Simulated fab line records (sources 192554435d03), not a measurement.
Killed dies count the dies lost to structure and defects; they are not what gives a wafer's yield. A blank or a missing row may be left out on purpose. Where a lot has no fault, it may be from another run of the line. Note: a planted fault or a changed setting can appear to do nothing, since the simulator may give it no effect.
The tool behind it: which one? | flow n5_finfet | Sampling: 10 lots, 29 wafers, 3 of 1938 route steps

## WHAT THE GAUGES SHOWED, per wafer
N5_PASSIVATION_CD_MEAS_30: target cd 4000 nm.
lot  | measured     | on        | cd_nm (nm)
L463 | day 12 05:02 | cd_sem-02 | 3999.0 4001.1 4000.9
L465 | day 12 09:55 | cd_sem-01 | 3997.3 3997.9 4000.7
L466 | day 12 15:59 | cd_sem-03 | 4000.7 3999.3 3997.8
L467 | day 12 16:09 | cd_sem-01 | 3996.6 3980.2 3999.2
L470 | day 13 20:41 | cd_sem-01 | 3993.6 3980.3
L483 | day 17 01:39 | cd_sem-03 | 3997.5 3995.4 3995.4
L481 | day 17 02:36 | cd_sem-01 | 3997.3 3998.0 3998.6
L484 | day 17 16:09 | cd_sem-02 | 3998.6 4000.5 4001.8
L485 | day 17 23:29 | cd_sem-02 | 3998.9 3998.7 4001.9
L486 | day 18 23:30 | cd_sem-01 | 3999.0 3997.9 3999.7

## EACH LOT AND THE TOOL THAT RAN IT (in order: tool; ch and the chambers of the sampled wafers; start)
lot  | N5_BEOL_M14_CMP_49            | N5_PASSIVATION_PEB_28
L463 | cmp-02 ch 0,1,3, day 11 05:03 | litho_track-04 ch 0, day 12 04:55
L465 | cmp-01 ch 0,1,3, day 11 18:49 | litho_track-01 ch 0, day 12 09:48
L466 | cmp-01 ch 0,1,2, day 11 20:06 | litho_track-01 ch 0, day 12 15:52
L467 | cmp-01 ch 0,1,3, day 12 00:35 | litho_track-01 ch 0, day 12 16:02
L470 | cmp-03 ch 2,3, day 13 02:45   | litho_track-01 ch 0, day 13 20:34
L483 | cmp-03 ch 0,3, day 16 05:55   | litho_track-01 ch 0, day 17 01:32
L481 | cmp-03 ch 1,2,3, day 16 08:44 | litho_track-01 ch 0, day 17 02:29
L484 | cmp-02 ch 0,1,2, day 16 23:47 | litho_track-01 ch 0, day 17 16:02
L485 | cmp-02 ch 0,1,3, day 17 06:51 | litho_track-04 ch 0, day 17 23:23
L486 | cmp-01 ch 0,2,3, day 17 10:19 | litho_track-01 ch 0, day 18 23:23
- N5_BEOL_M14_CMP_49: polishes, stops on SiO2, t overpolish 5.2 s, target thk 560 nm.
- N5_PASSIVATION_PEB_28

## THE ANSWER, worked out from the rows above alone
Rule: the lots themselves supply what counts as usual. The widest of any qualifying gaps counts: lots, ordered by their means at a reading, are off when they make up no more than a third of the lots, leave a main group of 4 or more, and stand apart from it by 3 or more times the standard deviation of that group's means. Not used: any main group whose means are identical at the precision the tables above print for the reading. Also off: a lot with no number at a reading for which 4 or more lots have one. Any other lot the step has rows for is counted as sound.
Off: L467, L470 (N5_PASSIVATION_CD_MEAS_30, cd_nm). Mean 3998.9 nm and standard deviation 1.3 in the main group.
If a tool, at a process step before that reading, ran all the lots that are off and no sound lot after the first of them, it fits. Gauges at N5_PASSIVATION_CD_MEAS_30: tried the same way as those tools. Of those tried, none fits.

## WHAT THE SIMULATOR HAD INSERTED
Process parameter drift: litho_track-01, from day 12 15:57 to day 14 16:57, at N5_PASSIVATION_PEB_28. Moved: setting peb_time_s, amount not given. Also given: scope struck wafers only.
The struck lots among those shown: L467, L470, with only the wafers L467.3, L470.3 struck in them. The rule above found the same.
